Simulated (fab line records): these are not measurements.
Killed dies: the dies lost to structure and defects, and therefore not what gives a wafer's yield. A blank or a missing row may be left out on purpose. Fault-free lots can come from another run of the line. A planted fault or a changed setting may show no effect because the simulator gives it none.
Chamber matching | flow n5_finfet | 4 sister chambers for N5_BEOL_M5_STRIP_36 on rie_diel-03
The step strips in N2/H2. 14 wafers are shown with their chamber, then 7 later ones without.

== WAFERS WITH THEIR CHAMBER ==
wafer  | chamber | drypump_motor_current_A (A) | showerhead_plenum_p_Torr (Torr) | throttle_valve_pct (%)
L074.2 | 0       | 6.41                        | 2.48                            | 23.36
L074.3 | 3       | 5.72                        | 2.44                            | 23.92
L074.5 | 0       | 6.41                        | 2.48                            | 23.40
L076.1 | 0       | 6.42                        | 2.47                            | 23.39
L076.2 | 1       | 5.97                        | 2.55                            | 23.75
L076.6 | 1       | 5.95                        | 2.56                            | 23.75
L081.1 | 2       | 6.07                        | 2.41                            | 23.52
L081.4 | 0       | 6.42                        | 2.47                            | 23.40
L081.6 | 1       | 5.95                        | 2.55                            | 23.72
L084.4 | 0       | 6.40                        | 2.47                            | 23.40
L084.5 | 3       | 5.71                        | 2.43                            | 23.94
L084.6 | 2       | 6.07                        | 2.41                            | 23.52
L086.1 | 3       | 5.71                        | 2.43                            | 23.96
L086.3 | 1       | 5.97                        | 2.55                            | 23.79

SIGNATURES (means of the wafers above)
reading                  | chamber 0 | chamber 1 | chamber 2 | chamber 3 | scatter within a chamber
drypump_motor_current_A  | 6.4120    | 5.9600    | 6.0700    | 5.7133    | 0.00864
showerhead_plenum_p_Torr | 2.4740    | 2.5525    | 2.4100    | 2.4333    | 0.00512
throttle_valve_pct       | 23.3900   | 23.7525   | 23.5200   | 23.9400   | 0.0212
Rule: a wafer's distance from a chamber is the root of the sum, over the readings, of the square of ((its reading less the chamber's mean) divided by the reading's scatter). The wafer belongs to the nearest chamber; if the next one is less than 2 further off, it can't be placed. How the scatter is found: for the shown wafers, subtract from each reading the mean of its chamber, square and add these, divide the total by (wafers less chambers), then take the root.

== WAFERS MISSING THEIR CHAMBER ==
wafer  | drypump_motor_current_A (A) | showerhead_plenum_p_Torr (Torr) | throttle_valve_pct (%)
L086.5 | 6.42                        | 2.47                            | 23.39
L088.1 | 5.72                        | 2.43                            | 23.95
L088.3 | 5.97                        | 2.54                            | 23.80
L088.4 | 6.42                        | 2.46                            | 23.41
L096.3 | 6.02                        | 2.40                            | 23.56
L096.5 | 5.98                        | 2.54                            | 23.82
L096.6 | 6.08                        | 2.40                            | 23.53

== WHICH CHAMBER EACH ONE RAN IN ==
wafer  | from the rows above | in truth
L086.5 | 0                   | 0
L088.1 | 3                   | 3
L088.3 | 1                   | 1
L088.4 | 0                   | 0
L096.3 | 2                   | 2
L096.5 | 1                   | 1
L096.6 | 2                   | 2
Placed correctly: 7 of 7. Left unplaced by these rows: 0. 0 placed wrongly.
